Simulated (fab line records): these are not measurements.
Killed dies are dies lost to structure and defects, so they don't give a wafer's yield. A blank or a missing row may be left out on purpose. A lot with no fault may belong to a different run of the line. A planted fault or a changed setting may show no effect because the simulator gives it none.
A lot that was struck, set against a sound lot :: flow n5Finfet :: 36 steps out of a route of 1938
Sound: wafers L155.1, L155.2, L155.4. Wafers struck: L151.3, L151.4, L151.6. At the end, the cause is stated.
At each step with rows: each side's tool, then ch and its chambers, then its first start. Under that, the readings that differ: sound wafers :: struck wafers :: difference of the means :: sigmas: that difference in standard deviations of wafers without a fault.
alike: words and numbers the same on both sides, and readings whose means are apart by under 2 such deviations; not compared: readings that were withheld, readings missing a value for some wafer, numbers with overlapping values and no deviation given by the record, and bounds like >300 which may hide the same value.
The two part at a step that has a row with sigmas, a row that says differs or no value, or rows on one side only. Numbers that have no deviation but don't overlap get no sigmas and don't part them. A reading missing from all wafers of one side parts the sides only when that side holds two or more wafers.

first, 9 steps without rows for these wafers: N5_BEOL_M4_ANNEAL_95 (time 240 s); N5_BEOL_M4_SPUTTER_96 (material Cu, target thk 4.5 nm, time 8.29 s); N5_BEOL_M4_ECD_50 (material Cu, target thk 300 nm); N5_BEOL_M4_ANNEAL_51 (time 90 s); N5_BEOL_M4_CMP_52 (polishes, stops on SiOC, t overpolish 6.8 s, target thk 40 nm); N5_BEOL_M4_PRE_CLEAN_60 (time 15 s); N5_BEOL_M4_CO_CAP_55 (material Co, precursor CCTBA/H2, target thk 2 nm, time 102.1 s); N5_BEOL_M4_PRE_CLEAN_56 (time 15 s); N5_BEOL_M4_DEP_57 (deposits SiCN from 3MS/NH3, target thk 8 nm, time 14 s).
N5_BEOL_M4_RC_MEAS_101:
  sound on prober-02 ch 0, day 13 22:04; struck on prober-02 ch 0, day 13 00:09
  alike: DIBL_N, DIBL_P, IOFF_N, IOFF_P, ION_N, ION_P, SS_N, SS_P, VT_N, VT_P
then, 24 steps without rows for these wafers: N5_BEOL_M5_ILD_DEP_00 (deposits SiCOH lowk from DEMS/porogen, target thk 140.64 nm, time 25.9 s); N5_BEOL_M5_CURE_79 (cures SiCOH lowk, time 240 s); N5_BEOL_M5_PECVD_70 (deposits SiO2 from TEOS/O2, target thk 16 nm, time 18 s); N5_BEOL_M5_HM_DEP_02 (deposits TiN, target thk 20 nm); N5_BEOL_M5_COAT_59 (time 60 s, resist thk 60 nm); N5_BEOL_M5_COAT_60 (time 60 s, resist thk 12 nm); N5_BEOL_M5_COAT_71 (time 60 s, resist thk 5 nm); N5_BEOL_M5_COAT_05 (resist thk 30 nm); N5_BEOL_M5_EBR_07; N5_BEOL_M5_SOFTBAKE_06 (time 60 s); N5_BEOL_M5_EXPOSE_08 (exposes mask M5, target cd 28 nm); N5_BEOL_M5_PEB_09 (peb time 60 s); N5_BEOL_M5_DEVELOP_10 (develop time 30 s); N5_BEOL_M5_DESCUM_16 (chemistry O2, time 7 s); N5_BEOL_M5_ETCH_72 (etches underlayer in N2/H2, target depth 6.5 nm, time 5.2 s); N5_BEOL_M5_ETCH_61 (etches SiARC in CF4, target depth 15.6 nm, time 26 s); N5_BEOL_M5_ETCH_62 (etches SOC in N2/H2, target depth 75 nm, overetch 15 nm, time 112.5 s); N5_BEOL_M5_STRIP_63 (strips in N2/H2); N5_BEOL_M5_STRIP_73 (strips in N2/H2); N5_BEOL_M5_STRIP_64 (strips in CF4); N5_BEOL_M5_HM_OPEN_17 (chemistry Cl2/BCl3, target TiN, target depth 20 nm, overetch 6 nm); N5_BEOL_M5_STRIP_19 (strips in O2); N5_BEOL_M5_COAT_65 (time 60 s, resist thk 60 nm); N5_BEOL_M5_COAT_66 (time 60 s, resist thk 12 nm).
-- a jump in the record: the struck wafers' starts before and after are 3 days apart (it breaks off in module BEOL_M5 and resumes in module BEOL_M15, where the first step shown is number 1813 of the route) --
N5_BEOL_M15_STRIP_37: strips in O2.
  sound on rieDiel-06 ch 0,2,3, day 17 17:57; struck on rieDiel-04 ch 2,3, day 16 08:58
  no value came back on the struck wafers for any of 8 readings (biasPowerW (W), chamberPressureMTorr (mTorr) and others); on the sound wafers biasPowerW (W) reads 0 0 0
N5_PASSIVATION_PROBE_49:
  record: rows for the struck wafers here (prober-01, day 17 02:44), none for the sound ones

== WHERE THEY PART ==
Last at N5_PASSIVATION_PROBE_49 as far as this record goes, first at N5_BEOL_M15_STRIP_37.

WHY: what the simulator had put in
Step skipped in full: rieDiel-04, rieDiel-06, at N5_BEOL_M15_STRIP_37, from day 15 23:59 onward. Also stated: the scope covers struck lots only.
